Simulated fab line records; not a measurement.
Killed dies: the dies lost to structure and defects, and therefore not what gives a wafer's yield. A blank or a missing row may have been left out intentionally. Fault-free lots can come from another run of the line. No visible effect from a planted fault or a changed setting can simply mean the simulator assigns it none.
Chamber matching :: flow n5Finfet :: 4 sister chambers for N5_HKMG_FIN_HK_ALD_01 on aldHk-02
The step deposits HfO2, target thk 1.6 nm, pulse time 3 s, purge time 3 s. 7 wafers are shown with their chamber, then 7 later ones without.

WAFERS, EACH WITH ITS CHAMBER
wafer: L075.4
chamber: 1
precursorPulseHeightRel: 0.940

wafer: L078.4
chamber: 2
precursorPulseHeightRel: 0.983

wafer: L078.6
chamber: 3
precursorPulseHeightRel: 0.995

wafer: L079.5
chamber: 3
precursorPulseHeightRel: 0.999

wafer: L079.6
chamber: 0
precursorPulseHeightRel: 1.018

wafer: L090.1
chamber: 2
precursorPulseHeightRel: 0.997

wafer: L090.2
chamber: 0
precursorPulseHeightRel: 0.989

WAFERS WITHOUT THEIR CHAMBER
wafer: L090.5
precursorPulseHeightRel: 1.002

wafer: L092.1
precursorPulseHeightRel: 1.007

wafer: L092.3
precursorPulseHeightRel: 1.003

wafer: L092.6
precursorPulseHeightRel: 1.040

wafer: L095.2
precursorPulseHeightRel: 1.021

wafer: L095.3
precursorPulseHeightRel: 1.015

wafer: L095.6
precursorPulseHeightRel: 0.989

WHICH CHAMBER EACH WENT THROUGH
wafer: L090.5
from the rows above: can't be placed: 0 or 3 or 2
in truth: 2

wafer: L092.1
from the rows above: can't be placed: 0 or 3 or 2
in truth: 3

wafer: L092.3
from the rows above: can't be placed: 0 or 3 or 2
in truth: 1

wafer: L092.6
from the rows above: can't be placed: 0 or 3 or 2
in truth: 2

wafer: L095.2
from the rows above: can't be placed: 0 or 3 or 2
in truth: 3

wafer: L095.3
from the rows above: can't be placed: 0 or 3 or 2
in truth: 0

wafer: L095.6
from the rows above: can't be placed: 2 or 3 or 0
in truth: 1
Correct placement for 0 of the 7. From these rows, 7 cannot be placed; in 5 the true chamber is one of the candidates. Number placed wrongly: 0.
How it was worked out, from the rows above alone: a wafer's distance from a chamber is the root of the sum, over the readings, of the square of ((its reading less the chamber's mean) divided by the reading's scatter). The wafer belongs to the nearest chamber; if the next one is less than 2 further off, it can't be placed. Each chamber's mean is taken over the wafers shown for it. The scatter is the square root of a quotient: the sum, over the shown wafers, of each reading's squared deviation from its chamber's mean, divided by wafers minus chambers.
